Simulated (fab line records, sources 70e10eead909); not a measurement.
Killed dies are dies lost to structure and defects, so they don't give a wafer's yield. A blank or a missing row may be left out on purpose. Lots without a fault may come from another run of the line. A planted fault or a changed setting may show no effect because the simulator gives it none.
fab line records | flow nand_harc
record lots=24 wafers=72 last_day=34
route steps=1302 shown A_STAIRCASE@812 A_SGD_CUT@908 A_SLIT@933 A_WL_FILL@953
lots that met no fault: from a run of the same line without faults
start_h: hours from the record's first day to the start of the lot's first wafer shown | wait_h: hours since the lot's step before | " the same as in the row above | L1.1+2: a row that stands for several wafers | - no value, or no start given | * or withheld: withheld | < > ~ a bound
route shown NAME@n: a module of which the file shows steps, and the number in the route of the first | usual: mean/standard deviation of fault-free wafers | same: alike in all rows | chamber/n: place in a boat | sites: the reading at each site | _std_site: their standard deviation | _edge_site: outer sites' mean less inner sites' | radius_mm: how far each site lies from the wafer's centre | mask NAME#n: copy n | behind: the tool/chamber that last shaped the wafer | hold: why the lot was held/for how many hours/how that ended | device: the transistor (n, p or np) that didn't switch | end of line: the same wafers' tests at the end of the route | a step without rows: its recipe alone | killed: dies lost to structure and defects at the first sort, not the wafer's yield | map: a wafer's dies, x killed, . not, _ none there
set.NAME: the setting as run; set.NAME@STEP: as run at that earlier step | model.NAME: the simulator's own value behind a step, which no gauge read
steps of the route over a sample of lots; a table a step, a row a wafer
services: from which hour (start_h, from the record's first day; less than 0 if before it) a tool's chamber was out of use, for how many hours, and why
## steps
# step NHARC_A_STAIRCASE_ETCH_294
# recipe target_depth_a=49890 time_s=1211.6 ion_energy_ev=800 c4f8_flow_sccm=80 o2_flow_sccm=60 ar_flow_sccm=withheld rf_w=600 bias_w=3000 chemistry=C4F8/O2/Ar
# usual oes_product_au=0.934/0.011 rf_vpp_V=1821/12
# columns lot.wafer tool chamber start_h wait_h oes_product_au rf_hours_counter_h rf_vpp_V
L075.2 rie_diel-06 1 - - 0.939 4 1835
L075.4 " 2 " " 0.903 22 1820
L075.3 " 3 " " 0.942 22 1847
L074.4 rie_diel-04 2 - - 0.934 17 1815
L074.6 " 1 " " 0.937 - 1816
L074.5 " 2 " " 0.932 - 1813
L077.1 rie_diel-06 3 - - 0.929 28 1848
L077.5 " 3 " " 0.923 - 1846
L077.6 " 0 " " 0.919 - 1829
L076.3 rie_diel-02 3 - - 0.951 5 1812
L076.2 " 2 " " 0.955 5 1829
L076.6 " 0 " " 0.955 - 1811
L078.4 rie_diel-04 2 - - 0.927 20 1816
L078.1 " 1 " " 0.944 18 1816
L078.6 " 2 " " 0.930 - 1813
L079.1 rie_diel-02 1 - - 0.938 5 1816
L079.4 " 3 " " 0.916 8 1812
L079.5 " 1 " " 0.928 - 1816
L080.4 rie_diel-04 0 - - 0.932 20 1811
L080.5 " 3 " " 0.936 - 1809
L080.6 " 0 " " 0.932 - 1812
L081.4 rie_diel-06 3 - - 0.931 44 1845
L081.3 " 1 " " 0.938 26 1834
L081.6 " 3 " " 0.932 - 1845
L082.4 rie_diel-06 3 - - 0.935 51 1845
L082.2 " 2 " " 0.917 54 1817
L082.5 " 0 " " 0.926 - 1827
L083.2 rie_diel-04 0 - - 0.940 35 1811
L083.5 " 2 " " 0.925 - 1813
L083.6 " 3 " " 0.925 - 1807
L085.3 rie_diel-02 3 - - 0.927 28 1810
L085.6 " 3 " " 0.927 - 1810
L085.5 " 0 " " 0.928 - 1812
L086.4 rie_diel-02 2 - - 0.945 28 1828
L086.1 " 3 " " 0.923 29 1810
L086.6 " 3 " " 0.933 - 1810
L084.1 rie_diel-02 2 - - 0.935 29 1826
L084.2 " 1 " " 0.934 29 1813
L084.5 " 2 " " 0.932 - 1827
L087.2 rie_diel-02 0 - - 0.952 30 1810
L087.6 " 1 " " 0.954 - 1813
L087.5 " 2 " " 0.955 - 1828
L088.3 rie_diel-02 1 - - 0.940 37 1815
L088.2 " 2 " " 0.941 40 1828
L088.1 " 3 " " 0.929 41 1811
L090.4 rie_diel-02 0 - - 0.942 33 1812
L090.1 " 1 " " 0.935 39 1813
L090.2 " 2 " " 0.931 41 1826
L089.4 rie_diel-06 0 - - 0.914 12 1826
L089.2 " 2 " " 0.920 22 1816
L089.3 " 3 " " 0.925 20 1844
L091.3 rie_diel-06 2 - - 0.940 27 1814
L091.5 " 1 " " 0.946 - 1835
L091.4 " 2 " " 0.929 - 1816
L093.2 rie_diel-04 3 - - 0.936 9 1847
L093.1 " 0 " " 0.939 8 1811
L093.5 " 2 " " 0.926 - 1812
L092.2 rie_diel-06 2 - - 0.929 29 1816
L092.3 " 1 " " 0.937 25 1834
L092.5 " 1 " " 0.938 - 1834
L094.3 rie_diel-06 3 - - 0.937 29 1844
L094.4 " 2 " " 0.922 - 1814
L094.6 " 1 " " 0.944 - 1832
L095.5 rie_diel-06 1 - - 0.935 - 1832
L095.4 " 2 " " 0.933 - 1816
L095.6 " 0 " " 0.915 - 1824
L096.4 rie_diel-04 3 - - 0.951 18 1847
L096.3 " 0 " " 0.953 22 1809
L096.6 " 2 " " 0.943 - 1811
L097.4 rie_diel-04 1 - - 0.950 25 1814
L097.1 " 0 " " 0.943 25 1808
L097.6 " 2 " " 0.937 - 1812
# step NHARC_A_STAIRCASE_DESCUM_443
# recipe time_s=3 o2_flow_sccm=200 ar_flow_sccm=0 bias_power_w=0 chemistry=O2
# usual drypump_motor_current_A=5.92/0.25 oes_product_au=0.998/0.0096 rf_vpp_V=57.5/0.84 showerhead_plenum_p_Torr=1.85/0.089 throttle_valve_pct=11.311/0.0087
# columns lot.wafer tool chamber start_h wait_h drypump_motor_current_A oes_product_au rf_hours_counter_h rf_vpp_V showerhead_plenum_p_Torr throttle_valve_pct
L075.2 rie_diel-06 2 443.39 - 6.20 0.990 36 57.8 1.84 11.314
L075.3 " 0 " " 5.19 0.996 38 57.4 1.91 11.301
L075.4 " 1 " " 6.03 1.018 19 56.2 1.97 11.323
L077.1 rie_diel-06 3 451.78 - 5.76 0.989 41 57.1 2.06 11.310
L077.5 " 1 " " 6.02 0.999 - 57.9 1.97 11.312
L077.6 " 2 " " 6.23 0.966 - 58.0 1.84 11.305
L076.2 rie_diel-02 2 451.93 - 6.12 1.005 14 58.6 1.92 11.315
L076.3 " 3 " " 6.07 0.997 16 57.4 1.79 11.323
L076.6 " 1 " " 5.79 1.007 - 56.8 1.82 11.307
L074.4 rie_diel-04 1 452.10 - 5.94 1.006 24 58.8 1.83 11.323
L074.5 " 0 " " 5.65 1.014 - 58.1 1.79 11.309
L074.6 " 1 " " 5.97 1.002 - 56.3 1.83 11.301
L079.1 rie_diel-04 3 466.59 - 6.08 1.000 34 58.2 1.77 11.318
L079.4 " 2 " " 6.14 0.997 32 57.6 1.81 11.307
L079.5 " 0 " " 5.65 0.999 - 57.9 1.79 11.310
L078.4 rie_diel-02 1 466.75 - 5.81 0.992 19 57.1 1.82 11.311
L078.1 " 2 " " 6.11 1.007 21 58.3 1.92 11.323
L078.6 " 1 " " 5.81 0.999 - 57.4 1.82 11.313
L080.4 rie_diel-04 0 485.67 - 5.68 1.000 37 57.1 1.79 11.304
L080.5 " 3 " " 6.07 0.981 - 56.7 1.77 11.307
L080.6 " 0 " " 5.68 0.992 - 57.3 1.79 11.308
L081.4 rie_diel-02 0 508.16 - 5.95 1.000 25 58.3 1.79 11.317
L081.3 " 1 " " 5.80 0.991 31 57.4 1.82 11.318
L081.6 " 3 " " 6.08 0.991 - 58.1 1.79 11.297
L082.2 rie_diel-06 3 522.84 - 5.77 0.999 5 58.0 2.06 11.324
L082.4 " 0 " " 5.22 1.001 5 58.1 1.91 11.321
L082.5 " 2 " " 6.22 0.994 - 58.5 1.83 11.308
L083.2 rie_diel-04 1 523.01 - 5.91 0.998 47 56.7 1.82 11.311
L083.5 " 3 " " 6.10 0.995 - 58.2 1.77 11.308
L083.6 " 0 " " 5.66 1.001 - 58.1 1.79 11.317
L085.3 rie_diel-06 1 537.20 - 6.03 1.023 11 58.6 1.97 11.311
L085.6 " 0 " " 5.17 0.999 - 57.6 1.91 11.293
L085.5 " 1 " " 6.03 1.004 - 57.7 1.97 11.297
L084.1 rie_diel-02 1 537.36 - 5.79 1.003 38 56.7 1.82 11.309
L084.2 " 2 " " 6.11 1.009 41 58.4 1.91 11.313
L084.5 " 1 " " 5.78 1.000 - 56.3 1.82 11.310
L086.1 rie_diel-06 1 540.12 - 6.02 1.017 13 56.6 1.96 11.318
L086.4 " 2 " " 6.20 1.004 17 58.0 1.83 11.319
L086.6 " 0 " " 5.16 1.000 - 58.2 1.90 11.321
L087.2 rie_diel-02 3 570.45 - 6.10 0.994 53 57.0 1.78 11.305
L087.6 " 0 " " 5.94 0.993 - 58.1 1.78 11.315
L087.5 " 1 " " 5.80 0.992 - 57.4 1.81 11.320
L088.2 rie_diel-02 2 588.25 - 6.10 0.995 3 56.7 1.91 11.316
L088.3 " 3 " " 6.07 1.008 3 57.4 1.78 11.291
L088.1 " 0 " " 5.92 0.992 3 58.3 1.78 11.308
L089.2 rie_diel-04 2 588.32 - 6.15 0.994 16 58.4 1.80 11.320
L089.4 " 3 " " 6.06 0.993 14 59.0 2.07 11.316
L089.3 " 1 " " 5.97 0.997 13 57.7 1.82 11.313
L090.4 rie_diel-02 3 588.38 - 6.06 0.997 3 56.3 1.78 11.300
L090.2 " 0 " " 5.93 0.999 3 57.1 1.78 11.301
L090.1 " 2 " " 6.10 1.004 3 58.7 1.91 11.319
L094.3 rie_diel-02 0 614.19 - 5.93 0.990 10 56.6 1.78 11.305
L094.4 " 1 " " 5.80 1.001 13 59.3 1.81 11.311
L094.6 " 0 " " 5.95 0.995 - 57.1 1.78 11.295
L091.4 rie_diel-02 0 614.24 - 5.93 0.985 10 57.0 1.78 11.299
L091.3 " 1 " " 5.77 0.998 13 56.1 1.81 11.316
L091.5 " 0 " " 5.93 0.981 - 56.6 1.78 11.313
L092.3 rie_diel-06 0 614.27 - 5.16 0.982 29 56.9 1.90 11.334
L092.2 " 2 " " 6.22 0.998 38 58.6 1.82 11.322
L092.5 " 3 " " 5.78 1.003 - 57.2 2.05 11.319
L093.2 rie_diel-04 3 614.43 - 6.14 1.007 19 58.0 2.07 11.314
L093.1 " 1 " " 5.99 1.018 21 56.9 1.81 11.308
L093.5 " 3 " " 6.14 1.006 - 57.8 2.07 11.315
L095.4 rie_diel-04 2 642.45 - 6.11 0.984 31 56.8 1.79 11.321
L095.6 " 1 " " 5.95 1.008 - 57.4 1.81 11.314
L095.5 " 2 " " 6.14 0.997 - 56.0 1.79 11.325
L096.4 rie_diel-02 3 666.61 - 6.08 0.992 28 57.5 1.77 11.298
L096.3 " 0 " " 5.94 1.005 26 57.0 1.78 11.306
L096.6 " 0 " " 5.90 1.006 - 57.8 1.78 11.309
L097.1 rie_diel-04 1 666.89 - 5.99 0.996 43 57.0 1.81 11.294
L097.4 " 0 " " 5.65 1.015 - 58.0 1.77 11.317
L097.6 " 2 " " 6.15 0.985 - 58.4 1.79 11.300
# step NHARC_A_STAIRCASE_STRIP_475
# recipe time_s=20 o2_flow_sccm=500 ar_flow_sccm=0 bias_w=0 chemistry=O2
# usual drypump_motor_current_A=5.96/0.22 oes_product_au=1.000/0.01 rf_vpp_V=57.6/0.91 showerhead_plenum_p_Torr=3.41/0.14 throttle_valve_pct=17.037/0.0081
# columns lot.wafer tool chamber start_h wait_h drypump_motor_current_A oes_product_au rf_hours_counter_h rf_vpp_V showerhead_plenum_p_Torr throttle_valve_pct
L075.3 rie_diel-04 2 - - 6.14 0.982 27 56.7 3.35 17.036
L075.4 " 3 " " 6.12 0.988 28 58.6 3.29 17.025
L075.2 " 1 " " 5.97 0.994 24 57.8 3.38 17.044
L077.1 rie_diel-04 2 - - 6.13 0.997 30 56.4 3.35 17.020
L077.6 " 1 " " 6.00 0.993 - 57.1 3.38 17.046
L077.5 " 2 " " 6.15 0.987 - 56.6 3.35 17.043
L074.4 rie_diel-02 1 - - 5.78 1.006 17 57.8 3.37 17.018
L074.6 " 1 " " 5.82 1.002 - 57.9 3.37 17.034
L074.5 " 2 " " 6.10 1.010 - 57.6 3.54 17.032
L076.3 rie_diel-02 0 - - 5.98 1.000 11 58.5 3.32 17.044
L076.2 " 1 " " 5.80 0.995 17 57.7 3.37 17.044
L076.6 " 3 " " 6.08 0.995 - 58.8 3.32 17.044
L079.4 rie_diel-02 1 - - 5.82 1.002 24 56.8 3.37 17.037
L079.1 " 0 " " 5.95 0.997 18 57.5 3.32 17.035
L079.5 " 2 " " 6.10 1.008 - 57.8 3.54 17.039
L078.4 rie_diel-04 0 - - 5.63 1.009 35 57.1 3.32 17.031
L078.1 " 1 " " 5.96 1.003 35 57.6 3.38 17.032
L078.6 " 0 " " 5.66 1.010 - 57.2 3.32 17.033
L080.4 rie_diel-04 2 - - 6.14 0.979 42 57.3 3.35 17.050
L080.6 " 0 " " 5.66 0.997 - 57.4 3.31 17.029
L080.5 " 1 " " 5.99 1.003 - 57.8 3.37 17.047
L081.4 rie_diel-04 0 - - 5.64 0.992 46 58.3 3.31 17.047
L081.3 " 1 " " 6.03 0.981 44 57.8 3.37 17.032
L081.6 " 0 " " 5.62 1.014 - 57.8 3.31 17.030
L082.2 rie_diel-06 1 529.24 0.1 6.02 1.011 8 59.4 3.62 17.031
L082.5 " 2 " " 6.24 0.996 - 57.4 3.39 17.030
L082.4 " 3 " " 5.77 1.001 - 60.0 3.77 17.034
L083.2 rie_diel-06 2 529.62 0.2 6.24 0.994 10 57.5 3.39 17.062
L083.6 " 2 " " 6.23 0.992 - 57.7 3.39 17.041
L083.5 " 1 " " 6.05 1.015 - 58.1 3.62 17.032
L085.3 rie_diel-02 0 - - 5.94 1.009 35 56.9 3.31 17.031
L085.5 " 1 " " 5.78 1.011 - 58.1 3.36 17.033
L085.6 " 2 " " 6.15 1.010 - 58.7 3.53 17.045
L084.1 rie_diel-02 1 - - 5.80 1.006 41 58.4 3.36 17.034
L084.2 " 0 " " 5.96 0.992 35 57.9 3.31 17.036
L084.5 " 1 " " 5.81 0.994 - 57.3 3.36 17.036
L086.1 rie_diel-04 2 - - 6.13 0.999 1 59.2 3.34 17.032
L086.4 " 3 " " 6.10 1.002 1 58.4 3.81 17.038
L086.6 " 1 " " 5.94 1.023 - 56.8 3.37 17.019
L087.2 rie_diel-06 0 - - 5.16 0.980 17 58.6 3.51 17.035
L087.5 " 0 " " 5.19 0.993 - 57.7 3.51 17.035
L087.6 " 1 " " 6.02 1.017 - 58.2 3.61 17.031
L088.2 rie_diel-02 2 - - 6.10 1.007 11 57.4 3.52 17.047
L088.1 " 3 " " 6.16 1.004 9 57.9 3.30 17.024
L088.3 " 0 " " 5.97 0.988 7 56.6 3.30 17.033
L089.3 rie_diel-04 1 - - 5.93 1.003 18 57.1 3.36 17.048
L089.2 " 2 " " 6.16 0.994 18 56.9 3.33 17.038
L089.4 " 3 " " 6.13 1.010 16 59.6 3.80 17.034
L090.4 rie_diel-02 3 - - 6.11 0.992 10 56.2 3.30 17.030
L090.1 " 0 " " 5.91 0.985 8 56.6 3.30 17.031
L090.2 " 1 " " 5.82 0.992 10 56.9 3.35 17.047
L094.3 rie_diel-04 2 - - 6.14 0.999 27 56.9 3.32 17.036
L094.4 " 3 " " 6.12 1.003 21 58.8 3.80 17.035
L094.6 " 1 " " 5.98 1.007 - 57.5 3.36 17.043
L093.2 rie_diel-06 1 - - 6.02 1.012 38 58.6 3.60 17.039
L093.1 " 3 " " 5.78 1.007 38 57.8 3.76 17.043
L093.5 " 1 " " 6.06 1.013 - 57.4 3.60 17.044
L092.3 rie_diel-02 2 - - 6.13 1.002 22 56.8 3.51 17.026
L092.2 " 1 " " 5.78 1.005 21 56.8 3.34 17.036
L092.5 " 3 " " 6.07 1.006 - 57.9 3.29 17.033
L091.3 rie_diel-02 0 - - 5.94 1.008 17 57.1 3.30 17.026
L091.4 " 3 " " 6.13 1.017 18 57.0 3.29 17.031
L091.5 " 1 " " 5.79 1.010 - 58.0 3.34 17.031
L095.4 rie_diel-02 2 - - 6.12 1.021 27 58.2 3.51 17.038
L095.5 " 2 " " 6.14 1.010 - 58.9 3.51 17.032
L095.6 " 3 " " 6.09 0.998 - 56.5 3.29 17.046
L096.4 rie_diel-06 1 - - 6.04 1.006 0 57.4 3.60 17.045
L096.3 " 2 " " 6.22 0.981 0 58.2 3.37 17.046
L096.6 " 2 " " 6.22 0.987 - 57.2 3.37 17.036
L097.1 rie_diel-04 2 675.35 0.1 6.14 0.984 48 56.3 3.31 17.042
L097.4 " 2 " " 6.15 0.988 - 56.1 3.31 17.049
L097.6 " 1 " " 5.96 1.003 - 57.0 3.34 17.028
# step NHARC_A_SGD_CUT_ETCH_16
# recipe target_depth_a=3105 time_s=155.2 c4f8_flow_sccm=withheld o2_flow_sccm=8 ar_flow_sccm=withheld rf_w=600 bias_w=800 chemistry=C4F8/O2/Ar
# usual oes_product_au=0.972/0.013 rf_vpp_V=722/4.1
# columns lot.wafer tool chamber start_h wait_h oes_product_au rf_hours_counter_h rf_vpp_V
L075.3 rie_diel-05 0 - - 0.991 1 721
L075.2 " 1 " " 0.977 2 721
L075.4 " 2 " " 0.957 2 727
L077.1 rie_diel-09 3 - - 0.972 10 716
L077.6 " 2 " " 0.971 - 727
L077.5 " 3 " " 0.984 - 717
L074.4 rie_diel-12 0 - - 0.985 1 718
L074.6 " 3 " " 0.971 - 719
L074.5 " 0 " " 0.992 - 717
L076.2 rie_diel-12 0 - - 0.963 1 719
L076.3 " 2 " " 0.965 1 727
L076.6 " 3 " " 0.971 - 718
L079.4 rie_diel-05 3 - - 0.971 2 719
L079.1 " 1 " " 0.963 3 720
L079.5 " 0 " " 0.982 - 721
L078.1 rie_diel-09 3 - - 0.976 11 717
L078.4 " 0 " " 0.965 15 720
L078.6 " 1 " " 0.975 - 727
L080.4 rie_diel-12 0 - - 0.976 4 717
L080.5 " 2 " " 0.976 - 726
L080.6 " 3 " " 0.972 - 718
L081.4 rie_diel-12 3 - - 0.984 5 717
L081.3 " 1 " " 0.963 3 726
L081.6 " 3 " " 0.979 - 718
L082.2 rie_diel-05 0 - - 0.991 6 721
L082.4 " 0 " " 0.986 - 720
L082.5 " 2 " " 0.954 - 728
L083.2 rie_diel-09 3 - - 0.960 3 716
L083.6 " 2 " " 0.955 - 726
L083.5 " 3 " " 0.966 - 718
L085.3 rie_diel-12 1 - - 0.986 5 727
L085.5 " 0 " " 0.992 - 718
L085.6 " 1 " " 0.984 - 727
L084.2 rie_diel-09 1 - - 0.970 5 727
L084.1 " 3 " " 0.976 5 718
L084.5 " 1 " " 0.965 - 727
L086.4 rie_diel-05 1 - - 0.972 7 723
L086.1 " 0 " " 1.000 7 721
L086.6 " 2 " " 0.955 - 726
L087.2 rie_diel-12 0 - - 0.951 9 717
L087.6 " 1 " " 0.958 - 727
L087.5 " 2 " " 0.949 - 726
L088.1 rie_diel-12 2 - - 0.964 9 726
L088.2 " 3 " " 0.967 10 717
L088.3 " 1 " " 0.987 8 728
L089.3 rie_diel-05 3 - - 0.973 0 720
L089.2 " 0 " " 0.983 0 720
L089.4 " 1 " " 0.979 0 721
L090.1 rie_diel-05 2 - - 0.991 1 728
L090.2 " 0 " " 0.976 1 720
L090.4 " 1 " " 0.970 1 721
L094.3 rie_diel-05 3 - - 0.950 2 721
L094.6 " 2 " " 0.958 - 728
L094.4 " 3 " " 0.949 - 720
L093.1 rie_diel-09 3 - - 0.984 9 717
L093.2 " 1 " " 0.981 10 725
L093.5 " 3 " " 0.971 - 716
L092.3 rie_diel-05 1 - - 0.970 2 719
L092.2 " 2 " " 0.982 2 727
L092.5 " 1 " " 0.974 - 720
L091.3 rie_diel-05 3 - - 0.977 3 718
L091.4 " 2 " " 0.985 - 727
L091.5 " 3 " " 0.976 - 719
L095.4 rie_diel-05 3 - - 0.960 5 720
L095.6 " 3 " " 0.964 - 719
L095.5 " 0 " " 0.984 - 721
L096.4 rie_diel-05 0 - - 0.978 4 722
L096.3 " 3 " " 0.956 6 718
L096.6 " 0 " " 0.975 - 721
L097.1 rie_diel-12 2 - - 0.987 3 725
L097.4 " 0 " " 0.977 3 716
L097.6 " 1 " " 0.967 - 728
# step NHARC_A_SLIT_CD_MEAS_09
# recipe target_cd_nm=300 landing_energy_ev=500
# usual cd_nm=299.9/0.43
# columns lot.wafer tool chamber start_h wait_h cd_nm
L075.2 cd_sem-03 0 465.40 - 299.4
L075.3 " 0 " " 299.7
L075.4 " 0 " " 300.5
L077.1 cd_sem-03 0 471.53 - 300.2
L077.5 " 0 " " 300.2
L077.6 " 0 " " 300.5
L074.4 cd_sem-02 0 472.13 - 299.5
L074.5 " 0 " " 299.3
L074.6 " 0 " " 300.2
L076.2 cd_sem-03 0 473.04 - 300.1
L076.3 " 0 " " 299.8
L076.6 " 0 " " 300.8
L079.1 cd_sem-01 0 485.98 - 299.7
L079.4 " 0 " " 299.1
L079.5 " 0 " " 300.6
L078.1 cd_sem-01 0 486.15 - 299.8
L078.4 " 0 " " 299.7
L078.6 " 0 " " 299.5
L080.4 cd_sem-01 0 507.29 - 299.7
L080.5 " 0 " " 299.5
L080.6 " 0 " " 299.5
L081.3 cd_sem-02 0 533.41 - 300.0
L081.4 " 0 " " 300.1
L081.6 " 0 " " 300.2
L083.2 cd_sem-02 0 543.20 - 300.1
L083.5 " 0 " " 299.4
L083.6 " 0 " " 299.6
L082.2 cd_sem-03 0 543.25 - 299.6
L082.4 " 0 " " 300.1
L082.5 " 0 " " 299.4
L086.1 cd_sem-01 0 557.28 - 300.6
L086.4 " 0 " " 300.1
L086.6 " 0 " " 299.9
L085.3 cd_sem-03 0 557.75 - 300.4
L085.5 " 0 " " 300.1
L085.6 " 0 " " 300.3
L084.1 cd_sem-01 0 561.08 - 300.2
L084.2 " 0 " " 300.2
L084.5 " 0 " " 300.0
L087.2 cd_sem-01 0 591.16 - 299.1
L087.5 " 0 " " 299.0
L087.6 " 0 " " 300.2
L089.2 cd_sem-02 0 611.43 - 300.5
L089.3 " 0 " " 300.8
L089.4 " 0 " " 299.9
L088.1 cd_sem-02 0 615.21 - 299.5
L088.2 " 0 " " 300.1
L088.3 " 0 " " 300.0
L090.1 cd_sem-03 0 618.99 - 298.9
L090.2 " 0 " " 299.2
L090.4 " 0 " " 299.9
L092.2 cd_sem-01 0 635.37 - 299.6
L092.3 " 0 " " 300.0
L092.5 " 0 " " 299.8
L093.1 cd_sem-03 0 635.54 - 300.5
L093.2 " 0 " " 299.7
L093.5 " 0 " " 300.5
L094.3 cd_sem-03 0 635.70 - 299.7
L094.4 " 0 " " 300.3
L094.6 " 0 " " 300.5
L091.3 cd_sem-03 0 639.08 - 299.6
L091.4 " 0 " " 300.2
L091.5 " 0 " " 300.1
L095.4 cd_sem-03 0 663.19 - 300.6
L095.5 " 0 " " 300.5
L095.6 " 0 " " 299.9
L097.1 cd_sem-03 0 687.09 - 299.7
L097.4 " 0 " " 299.2
L097.6 " 0 " " 299.2
L096.3 cd_sem-01 0 689.00 - 299.9
L096.4 " 0 " " 299.8
L096.6 " 0 " " 300.1
# step NHARC_A_WL_FILL_RTA_01
# recipe temp_c=1000 time_s=5
# usual lamp_power_pct=29.9/0.41 lamp_zone_7_pct=30.4/0.42 wafer_temp_C_max=1006.2/2.4
# columns lot.wafer tool chamber start_h wait_h lamp_power_pct lamp_zone_7_pct wafer_temp_C_max
L075.2 rtp_anneal-02 0 479.35 - 30.4 30.8 1003.4
L075.3 " 0 " " 30.4 30.8 1004.9
L075.4 " 0 " " 30.3 30.8 1004.3
L077.1 rtp_anneal-01 0 485.09 - 29.5 30.0 1008.7
L077.5 " 0 " " 29.5 30.0 1008.1
L077.6 " 0 " " 29.5 30.0 1007.5
L074.4 rtp_anneal-02 0 485.16 - 30.3 30.8 1004.5
L074.5 " 0 " " 30.3 30.8 1005.9
L074.6 " 0 " " 30.3 30.8 1003.9
L076.2 rtp_anneal-01 0 489.85 - 29.5 30.0 1007.3
L076.3 " 0 " " 29.5 30.0 1010.4
L076.6 " 0 " " 29.5 29.9 1010.1
L079.1 rtp_anneal-01 0 500.97 - 29.5 30.0 1008.5
L079.4 " 0 " " 29.5 30.0 1008.2
L079.5 " 0 " " 29.5 30.0 1009.2
L078.1 rtp_anneal-02 0 500.99 - 30.3 30.8 1004.9
L078.4 " 0 " " 30.3 30.8 1003.4
L078.6 " 0 " " 30.4 30.8 1004.4
L080.4 rtp_anneal-02 0 521.22 - 30.3 30.8 1003.8
L080.5 " 0 " " 30.3 30.8 1003.5
L080.6 " 0 " " 30.3 30.8 1004.7
L081.3 rtp_anneal-02 0 546.98 - 30.3 30.8 1005.0
L081.4 " 0 " " 30.3 30.8 1004.0
L081.6 " 0 " " 30.4 30.8 1005.1
L082.2 rtp_anneal-01 0 556.68 - 29.4 29.9 1007.9
L082.4 " 0 " " 29.5 29.9 1008.4
L082.5 " 0 " " 29.4 30.0 1007.2
L083.2 rtp_anneal-01 0 556.85 - 29.5 30.0 1008.5
L083.5 " 0 " " 29.5 30.0 1010.2
L083.6 " 0 " " 29.5 30.0 1007.2
L086.1 rtp_anneal-02 0 570.86 - 30.3 30.8 1003.2
L086.4 " 0 " " 30.3 30.8 1003.9
L086.6 " 0 " " 30.3 30.7 1003.7
L084.1 rtp_anneal-02 0 576.00 - 30.3 30.8 1004.9
L084.2 " 0 " " 30.3 30.9 1006.7
L084.5 " 0 " " 30.3 30.8 1003.1
L085.3 rtp_anneal-01 0 576.22 - 29.5 30.0 1008.0
L085.5 " 0 " " 29.5 30.0 1006.8
L085.6 " 0 " " 29.5 30.0 1008.3
L087.2 rtp_anneal-01 0 604.90 - 29.4 29.9 1007.4
L087.5 " 0 " " 29.4 29.9 1009.4
L087.6 " 0 " " 29.4 29.9 1008.1
L089.2 rtp_anneal-02 0 624.95 - 30.3 30.9 1003.7
L089.3 " 0 " " 30.3 30.8 1003.4
L089.4 " 0 " " 30.3 30.8 1004.6
L088.1 rtp_anneal-02 0 629.65 - 30.3 30.8 1003.5
L088.2 " 0 " " 30.3 30.8 1004.1
L088.3 " 0 " " 30.3 30.8 1003.9
L090.1 rtp_anneal-01 0 633.54 - 29.5 30.0 1007.6
L090.2 " 0 " " 29.5 30.0 1008.4
L090.4 " 0 " " 29.5 29.9 1008.1
L093.1 rtp_anneal-01 0 648.75 - 29.5 29.9 1007.0
L093.2 " 0 " " 29.5 29.9 1009.1
L093.5 " 0 " " 29.5 29.9 1008.0
L092.2 rtp_anneal-02 0 648.76 - 30.3 30.8 1004.8
L092.3 " 0 " " 30.3 30.8 1004.0
L092.5 " 0 " " 30.3 30.8 1004.2
L094.3 rtp_anneal-01 0 652.74 - 29.5 30.0 1008.8
L094.4 " 0 " " 29.5 29.9 1007.8
L094.6 " 0 " " 29.5 30.0 1007.2
L091.3 rtp_anneal-02 0 656.49 - 30.3 30.8 1004.8
L091.4 " 0 " " 30.3 30.8 1004.3
L091.5 " 0 " " 30.3 30.8 1004.3
L095.4 rtp_anneal-01 0 679.95 - 29.5 30.0 1007.6
L095.5 " 0 " " 29.5 30.0 1007.4
L095.6 " 0 " " 29.5 30.0 1011.1
L097.1 rtp_anneal-02 0 700.55 - 30.4 30.8 1002.8
L097.4 " 0 " " 30.3 30.8 1003.5
L097.6 " 0 " " 30.3 30.8 1003.9
L096.3 rtp_anneal-01 0 704.39 - 29.4 30.0 1008.3
L096.4 " 0 " " 29.5 30.0 1008.3
L096.6 " 0 " " 29.5 29.9 1008.7
## services
# columns tool chamber start_h hours kind
rtp_anneal-01 - 372.00 12.0 pm
rie_diel-12 1 376.90 1.3 repair
rie_diel-05 2 380.39 3.8 repair
rie_diel-02 - 393.77 9.0 pm
rie_diel-05 - 406.60 9.0 pm
rie_diel-05 3 460.63 7.0 repair
rie_diel-06 - 485.34 9.0 pm
rie_diel-02 2 500.57 1.9 repair
rie_diel-04 2 506.47 6.2 repair
rie_diel-06 0 524.67 9.9 repair
rie_diel-05 1 528.51 6.6 repair
rie_diel-04 - 532.18 9.0 pm
rie_diel-06 1 551.05 2.3 repair
rie_diel-06 0 565.19 10.4 repair
rie_diel-02 - 573.36 9.0 pm
rie_diel-05 - 583.60 9.0 pm
rie_diel-06 2 589.06 6.9 repair
rie_diel-06 1 611.16 8.6 repair
rie_diel-05 0 614.98 14.2 repair
rie_diel-04 2 633.68 5.4 repair
rie_diel-02 0 641.24 7.2 repair
rie_diel-04 3 648.56 46.2 repair
rie_diel-06 - 662.38 9.0 pm
rie_diel-05 - 692.03 0.7 repair
## key
fault none
